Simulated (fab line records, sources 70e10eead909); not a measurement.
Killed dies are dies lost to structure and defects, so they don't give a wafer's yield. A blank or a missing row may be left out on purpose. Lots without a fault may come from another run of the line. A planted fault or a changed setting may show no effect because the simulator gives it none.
Which tool did it? | flow nand_harc | 12 lots, 36 wafers sampled, at 5 steps of a route of 1302

WHAT THE GAUGES READ, wafer by wafer
NHARC_END_SORT_01.
lot  | measured     | on        | killed_at_array | killed_at_other | killed_at_periphery | killed_dies | killed_open | killed_short
L233 | day 26 09:37 | prober-01 | 670 88 64       | 1 0 0           | 2 0 0               | 673 88 64   | 3 5 4       | 3 1 3
L234 | day 27 00:48 | prober-02 | 664 676 89      | 0 0 0           | 4 1 4               | 668 677 93  | 2 3 6       | 2 0 4

WHICH TOOL RAN EACH LOT (tool, then ch and the chambers of the sampled wafers, then the start)
lot  | NHARC_A_STAIRCASE_DESCUM_11        | NHARC_A_STAIRCASE_ETCH_19                     | NHARC_A_STAIRCASE_TRIM_22                     | NHARC_A_STAIRCASE_ETCH_27
L227 | rie_diel-08 ch 1,3, day 14 18:34   | rie_diel-08 ch 0,1,3, day 14 20:47 or earlier | rie_diel-08 ch 2,3, day 14 20:47 or earlier   | rie_diel-08 ch 1,3, day 14 20:47
L231 | rie_diel-08 ch 0,2,3, day 16 05:34 | rie_diel-08 ch 0,2,3, day 16 08:05 or earlier | rie_diel-01 ch 1,2, day 16 08:05 or earlier   | rie_diel-01 ch 0,2,3, day 16 08:05
L232 | rie_diel-01 ch 0,2,3, day 16 15:47 | rie_diel-01 ch 1,2, day 16 18:14 or earlier   | rie_diel-07 ch 1,2,3, day 16 18:14 or earlier | rie_diel-07 ch 2,3, day 16 18:14
L230 | rie_diel-01 ch 0,2,3, day 17 01:56 | rie_diel-01 ch 0,2, day 17 03:57 or earlier   | rie_diel-01 ch 1,2, day 17 03:57 or earlier   | rie_diel-01 ch 0,2,3, day 17 03:57
L233 | rie_diel-08 ch 0,1,2, day 17 02:21 | rie_diel-08 ch 2,3, day 17 04:56 or earlier   | rie_diel-01 ch 0,2, day 17 04:56 or earlier   | rie_diel-01 ch 1,2, day 17 04:56
L234 | rie_diel-08 ch 0,1, day 18 11:07   | rie_diel-08 ch 0,2,3, day 18 13:07 or earlier | rie_diel-01 ch 0,3, day 18 13:07 or earlier   | rie_diel-01 ch 0,2, day 18 13:07
L238 | rie_diel-08 ch 0,1,2, day 19 04:33 | rie_diel-08 ch 1,2,3, day 19 06:58 or earlier | rie_diel-08 ch 1,2, day 19 06:58 or earlier   | rie_diel-08 ch 1,2, day 19 06:58
L245 | rie_diel-08 ch 2,3, day 21 18:19   | rie_diel-08 ch 0,1, day 21 22:34 or earlier   | rie_diel-08 ch 0,3, day 21 22:34 or earlier   | rie_diel-08 ch 0,2,3, day 21 22:34
L244 | rie_diel-07 ch 1,2, day 21 18:29   | rie_diel-07 ch 1,2, day 21 23:13 or earlier   | rie_diel-01 ch 0,2,3, day 21 23:13 or earlier | rie_diel-01 ch 1,2, day 21 23:13
L247 | rie_diel-01 ch 2,3, day 22 22:59   | rie_diel-01 ch 0,1,3, day 23 03:55 or earlier | rie_diel-01 ch 0,1, day 23 03:55 or earlier   | rie_diel-01 ch 0,1, day 23 03:55
L249 | rie_diel-07 ch 1,2,3, day 23 18:02 | rie_diel-07 ch 0,2,3, day 23 20:14 or earlier | rie_diel-08 ch 0,2,3, day 23 20:14 or earlier | rie_diel-08 ch 0,1,3, day 23 20:14
L250 | rie_diel-08 ch 1,2,3, day 24 05:40 | rie_diel-08 ch 1,2,3, day 24 07:39 or earlier | rie_diel-01 ch 0,2,3, day 24 07:39 or earlier | rie_diel-01 ch 1,2,3, day 24 07:39
- NHARC_A_STAIRCASE_DESCUM_11: chemistry O2, time 3 s.
- NHARC_A_STAIRCASE_ETCH_19: etches the open film in C4F8/O2, target depth 100 nm, time 40.5 s.
- NHARC_A_STAIRCASE_TRIM_22: chemistry O2, time 211.2 s.
- NHARC_A_STAIRCASE_ETCH_27: etches the open film in C4F8/O2, target depth 100 nm, time 40.5 s.

WHAT THE TOOLS THEMSELVES READ (means of the sampled wafers that have a number; where no wafer has one, the mark that the record gives instead)
NHARC_A_STAIRCASE_DESCUM_11.
lot  | tool        | drypump_motor_current_A (A) | oes_product_au (a.u.) | rf_vpp_V (V) | showerhead_plenum_p_Torr (Torr) | throttle_valve_pct (%)
L227 | rie_diel-08 | 5.7                         | 1.010                 | 57.3         | 1.85                            | 11.312
L231 | rie_diel-08 | 5.6                         | 1.005                 | 57.0         | 1.87                            | 11.306
L232 | rie_diel-01 | 5.4                         | 0.998                 | 57.5         | 1.96                            | 11.310
L230 | rie_diel-01 | 5.5                         | 0.997                 | 57.6         | 1.96                            | 11.311
L233 | rie_diel-08 | 5.5                         | 1.005                 | 58.6         | 1.87                            | 11.317
L234 | rie_diel-08 | 5.4                         | 0.999                 | 57.3         | 1.89                            | 11.316
L238 | rie_diel-08 | 5.6                         | 0.996                 | 58.2         | 1.87                            | 11.315
L245 | rie_diel-08 | 6.0                         | 1.004                 | 56.8         | 1.81                            | 11.316
L244 | rie_diel-07 | 5.8                         | 1.011                 | 58.6         | 2.02                            | 11.321
L247 | rie_diel-01 | 5.6                         | 1.006                 | 57.7         | 1.98                            | 11.311
L249 | rie_diel-07 | 5.5                         | 0.998                 | 58.6         | 1.94                            | 11.325
L250 | rie_diel-08 | 5.8                         | 0.999                 | 57.3         | 1.82                            | 11.317

NHARC_A_STAIRCASE_ETCH_19.
lot  | tool        | oes_product_au (a.u.) | rf_vpp_V (V) | run_length_s (s)
L227 | rie_diel-08 | 0.949                 | 895          | 61.8
L231 | rie_diel-08 | 0.943                 | 893          | 62.1
L232 | rie_diel-01 | 0.944                 | 897          | 62.1
L230 | rie_diel-01 | 0.953                 | 900          | 62.4
L233 | rie_diel-08 | 0.951                 | 890          | 62.4
L234 | rie_diel-08 | 0.948                 | 893          | 62.0
L238 | rie_diel-08 | 0.956                 | 891          | 62.2
L245 | rie_diel-08 | 0.933                 | 893          | 62.2
L244 | rie_diel-07 | 0.945                 | 903          | 61.2
L247 | rie_diel-01 | 0.952                 | 893          | 61.6
L249 | rie_diel-07 | 0.936                 | 896          | 61.5
L250 | rie_diel-08 | 0.949                 | 890          | 62.2

NHARC_A_STAIRCASE_TRIM_22.
lot  | tool        | drypump_motor_current_A (A) | oes_product_au (a.u.) | rf_vpp_V (V) | showerhead_plenum_p_Torr (Torr) | throttle_valve_pct (%)
L227 | rie_diel-08 | 5.9                         | 1.008                 | 57.7         | 3.40                            | 17.028
L231 | rie_diel-01 | 5.8                         | 1.010                 | 57.7         | 3.44                            | 17.039
L232 | rie_diel-07 | 5.5                         | 1.016                 | 57.0         | 3.61                            | 17.033
L230 | rie_diel-01 | 5.9                         | 1.000                 | 58.5         | 3.57                            | 17.028
L233 | rie_diel-01 | 5.2                         | 0.996                 | 57.6         | 3.55                            | 17.036
L234 | rie_diel-01 | 5.4                         | 1.003                 | 58.1         | 3.58                            | 17.041
L238 | rie_diel-08 | 5.8                         | 0.999                 | 57.4         | 3.40                            | 17.034
L245 | rie_diel-08 | 5.5                         | 1.012                 | 57.5         | 3.44                            | 17.037
L244 | rie_diel-01 | 5.5                         | 1.004                 | 57.7         | 3.58                            | 17.036
L247 | rie_diel-01 | 5.2                         | 1.002                 | 56.8         | 3.38                            | 17.035
L249 | rie_diel-08 | 5.6                         | 0.999                 | 57.5         | 3.42                            | 17.031
L250 | rie_diel-01 | 5.5                         | 1.010                 | 58.1         | 3.57                            | 17.039

NHARC_A_STAIRCASE_ETCH_27.
lot  | tool        | oes_product_au (a.u.) | rf_vpp_V (V) | run_length_s (s)
L227 | rie_diel-08 | 0.948                 | 893          | 61.9
L231 | rie_diel-01 | 0.955                 | 898          | 61.9
L232 | rie_diel-07 | 0.965                 | 894          | 61.6
L230 | rie_diel-01 | 0.944                 | 899          | 62.4
L233 | rie_diel-01 | 0.940                 | 897          | 66.2
L234 | rie_diel-01 | 0.949                 | 899          | 70.6
L238 | rie_diel-08 | 0.941                 | 891          | 62.4
L245 | rie_diel-08 | 0.939                 | 892          | 62.1
L244 | rie_diel-01 | 0.951                 | 897          | 62.2
L247 | rie_diel-01 | 0.939                 | 890          | 61.4
L249 | rie_diel-08 | 0.947                 | 893          | 61.9
L250 | rie_diel-01 | 0.950                 | 902          | 61.9

THE ANSWER, worked out from the rows above alone
Rule: what is usual is taken from the lots themselves. Put in order of their means at a reading, lots are off if they are a third of the lots or fewer, leave a main group of 4 or more, and stand apart from it by a gap of 3 or more times the standard deviation of the main group's means; of several such gaps the widest counts. A main group whose means are all the same, to the digits that the tables above print for the reading, isn't used. A lot without any number at a reading at which 4 lots or more have one is off too. The other lots that the step has rows for count as sound. The gauges are gone through in route order, then the tools' own readings, and for those a lot's mean is taken as printed above. The first step at which some lot is off is used, and at that step the reading that is off furthest; a lot without a number counts as furthest.
Off: L233, L234, at NHARC_A_STAIRCASE_ETCH_27 (run_length_s). The main group: mean 62.0 s, standard deviation 0.3.
A tool fits if, at that step or a process step before it, it ran every lot that is off, and no sound lot after the first of them. NHARC_A_STAIRCASE_ETCH_19 gives no start for some lots, so the hours and the order of its lots are those of NHARC_A_STAIRCASE_ETCH_27. NHARC_A_STAIRCASE_TRIM_22 gives no start for some lots, so the hours and the order of its lots are those of NHARC_A_STAIRCASE_ETCH_27. None of those tried fits.

WHAT THE SIMULATOR HAD PUT IN
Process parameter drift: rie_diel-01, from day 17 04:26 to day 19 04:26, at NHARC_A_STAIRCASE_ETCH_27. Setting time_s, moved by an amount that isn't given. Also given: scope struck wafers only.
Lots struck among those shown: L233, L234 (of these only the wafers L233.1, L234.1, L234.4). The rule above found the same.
